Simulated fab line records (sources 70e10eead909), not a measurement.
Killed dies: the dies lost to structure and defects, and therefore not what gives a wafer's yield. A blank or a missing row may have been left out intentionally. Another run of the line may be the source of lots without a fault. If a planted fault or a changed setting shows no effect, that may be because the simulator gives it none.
Check for tools in common -- flow nandHarc -- 45 wafers sampled across 13 lots

THE REASON FOR OPENING IT
At NHARC_A_ONON_D1_THK_MEAS_18 the reading thkNm is flagged on 2 of 13 lots. Fault-free wafers read 1002 nm, with a standard deviation of 7.
Rule: flag the lot when none of its wafers has a number, or when each of its wafers that has one lies beyond 4 standard deviations from that mean. As for the other lots, they are considered sound.

lot,measured,on,"thkNm (nm), wafer by wafer",flag
L903,day 8 08:06,filmMetro-02,1002 1004 1004,
L907,day 10 05:54,filmMetro-02,1010 1008 1010,
L909,day 11 02:48,filmMetro-02,994 994 993,
L910,day 11 17:55,filmMetro-01,1006 1005 1007,
L911,day 12 02:01,filmMetro-02,1008 1008 1009,
L912,day 12 11:37,filmMetro-01,1016 1014 1013,
L913,day 12 21:46,filmMetro-01,1001 1000 999,
L915,day 14 07:58,filmMetro-01,1001 999 998,
L917,day 14 07:59,filmMetro-02,1006 1005 1004,
L920,day 15 18:36,filmMetro-02,1459 1458 1458 1459 1459 1458,FLAGGED
L921,day 15 22:24,filmMetro-02,1003 1003 1003,
L923,day 16 18:41,filmMetro-02,996 997 998,
L925,day 17 09:53,filmMetro-02,1448 1448 1449 1448 1448 1447,FLAGGED
Average over the flagged lots: 1453 nm; offset from the usual +451 nm, equal to +64 standard deviations.

LOT BY LOT: THE TOOL USED
Before the reading, the record contains 2 process steps out of a 1302-step route. Read each cell as the tool, then ch plus the chambers that the sampled wafers visited, then the start.
lot,flag,NHARC_A_ZERO_WELL_ETCH_13,NHARC_A_ONON_D1_DEP_16
L903,,"rieSi-05 ch 0,1, day 6 21:16","pecvdOnon-02 ch 0, day 8 07:35"
L907,,"rieSi-06 ch 1,2, day 8 20:32","pecvdOnon-01 ch 0, day 10 05:23"
L909,,"rieSi-06 ch 0,1,3, day 9 18:00","pecvdOnon-03 ch 0, day 11 02:21"
L910,,"rieSi-06 ch 2,3, day 10 08:43","pecvdOnon-02 ch 0, day 11 17:31"
L911,,"rieSi-05 ch 0,1,2, day 10 16:59","pecvdOnon-01 ch 0, day 12 01:30"
L912,,"rieSi-05 ch 0,1,2, day 11 03:13","pecvdOnon-02 ch 0, day 12 11:10"
L913,,"rieSi-04 ch 1,2,3, day 11 12:29","pecvdOnon-02 ch 0, day 12 21:15"
L915,,"rieSi-04 ch 0,1,2, day 12 21:47","pecvdOnon-02 ch 0, day 14 07:35"
L917,,"rieSi-05 ch 0,3, day 12 22:33","pecvdOnon-01 ch 0, day 14 07:28"
L920,FLAGGED,"rieSi-06 ch 1,2,3, day 14 10:38","pecvdOnon-02 ch 0, day 15 18:16"
L921,,"rieSi-06 ch 0,1,2, day 14 14:47","pecvdOnon-03 ch 0, day 15 22:00"
L923,,"rieSi-05 ch 0,1,3, day 15 11:05","pecvdOnon-03 ch 0, day 16 18:14"
L925,FLAGGED,"rieSi-04 ch 0,1, day 16 03:40","pecvdOnon-02 ch 0, day 17 09:25"
What the steps here do:
- NHARC_A_ZERO_WELL_ETCH_13: etches the open film in HBr/Cl2, target depth 120 nm, time 40.1 s.
- NHARC_A_ONON_D1_DEP_16: target thk 1000 nm.
- NHARC_A_ONON_D1_THK_MEAS_18: measures by ellipsometry.

FLAGGED OVER TOTAL, TOOL BY TOOL (the gauges that took the reading come last)
step,tool,lots run,flagged,share of the flagged lots,sound lots run after its first flagged lot
NHARC_A_ZERO_WELL_ETCH_13,rieSi-04,3,1,some,0
NHARC_A_ZERO_WELL_ETCH_13,rieSi-05,5,0,none,-
NHARC_A_ZERO_WELL_ETCH_13,rieSi-06,5,1,some,1 (L921)
NHARC_A_ONON_D1_DEP_16,pecvdOnon-01,3,0,none,-
NHARC_A_ONON_D1_DEP_16,pecvdOnon-02,7,2,all,0
NHARC_A_ONON_D1_DEP_16,pecvdOnon-03,3,0,none,-
NHARC_A_ONON_D1_THK_MEAS_18,filmMetro-01,4,0,none,-
NHARC_A_ONON_D1_THK_MEAS_18,filmMetro-02,9,2,all,"2 (L921,L923)"

THE TABLE: WHAT IT ALLOWS
Rows of the table that ran all the flagged lots, 2 in number: pecvdOnon-02 at NHARC_A_ONON_D1_DEP_16; filmMetro-02 at NHARC_A_ONON_D1_THK_MEAS_18.
- pecvdOnon-02 at NHARC_A_ONON_D1_DEP_16: 2 of its 7 lots flagged. Last sound lot L915 at day 14 07:35, first flagged lot L920 at day 15 18:16; a fault beginning in between fits.
- filmMetro-02 at NHARC_A_ONON_D1_THK_MEAS_18: 2 of its 9 lots flagged. Sound lots followed the first flagged one (L921, L923) on it, something a lasting fault affecting the whole tool could not allow.
What remains is a single tool, pecvdOnon-02 at NHARC_A_ONON_D1_DEP_16.

WHAT THE SIMULATOR HAD PUT IN
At NHARC_A_ONON_D1_DEP_16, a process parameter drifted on pecvdOnon-02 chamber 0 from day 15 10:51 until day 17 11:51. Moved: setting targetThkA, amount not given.
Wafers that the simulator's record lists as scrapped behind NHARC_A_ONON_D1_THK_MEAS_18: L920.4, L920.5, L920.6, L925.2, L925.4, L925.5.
Struck lots among those shown: L920, L925. The same result came from the rule above.
